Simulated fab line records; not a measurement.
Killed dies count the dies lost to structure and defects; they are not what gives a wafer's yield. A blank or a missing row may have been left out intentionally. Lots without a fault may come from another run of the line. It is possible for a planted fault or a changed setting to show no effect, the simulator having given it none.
A single fault, viewed from 2 desks    flow n5_finfet    each desk has only its own numbers; what lay behind them comes last

METROLOGY DESK
What the gauges read, lot by lot, whatever tool the lot ran on: means of the sampled wafers that have a number. Any lot whose mean is over 4 standard deviations away from the usual mean is out of limits and marked OUT; that distance is given in the brackets.
Columns: A = cd_nm at N5_PMOS_HMC_CHANNEL_EPI_CD_MEAS_09, usual 237.8 nm
lot   first seen here  A
L885  day 1 17:01      237.5
L886  day 1 23:29      238.6
L893  day 3 17:05      239.3
L894  day 3 23:37      237.8
L898  day 4 23:52      238.0
L900  day 5 11:02      237.4
L901  day 5 17:24      238.0
L903  day 6 07:16      238.8
L904  day 6 11:40      238.4
L905  day 6 17:13      238.1
L906  day 6 23:05      238.5
L908  day 7 11:14      236.8
This desk found nothing out of limits on any of the 12 lots.

TOOL OWNER'S DESK, plasma_asher-01
The tool's own readings at N5_ZERO_LAYER_STRIP_24 (strips in O2): means of the sampled wafers that have a number, for each lot that ran on this tool. Any lot whose mean is over 4 standard deviations away from the usual mean is out of limits and marked OUT; that distance is given in the brackets.
Columns: A = chamber_pressure_mTorr at N5_ZERO_LAYER_STRIP_24, usual 1000.1 mTorr; B = drypump_motor_current_A at N5_ZERO_LAYER_STRIP_24, usual 5.46 A; C = heater_power_w at N5_ZERO_LAYER_STRIP_24, usual 344 W; D = oes_product_au at N5_ZERO_LAYER_STRIP_24, usual 0.647 a.u.; E = strip_time_to_endpoint_s at N5_ZERO_LAYER_STRIP_24, usual 43.84 s
lot   first seen here  A       B     C    D      E
L885  day 1 12:55      999.8   5.54  316  0.648  43.95
L886  day 1 19:29      1000.3  5.47  323  0.647  43.99
L903  day 6 00:53      1000.1  5.49  324  0.643  43.80
L904  day 6 07:17      1000.2  5.52  322  0.647  43.76
L905  day 6 12:55      1000.2  5.43  318  0.644  43.94
L906  day 6 18:54      1000.1  5.43  319  0.647  43.76
L908  day 7 06:56      1000.2  5.54  320  0.649  43.74
This desk found nothing out of limits on any of the 7 lots.

ALL TOGETHER
At the metrology desk, nothing out of limits was observed.
Nothing out of limits was seen by the tool owner's desk.

WHAT THE SIMULATOR HAD INSERTED
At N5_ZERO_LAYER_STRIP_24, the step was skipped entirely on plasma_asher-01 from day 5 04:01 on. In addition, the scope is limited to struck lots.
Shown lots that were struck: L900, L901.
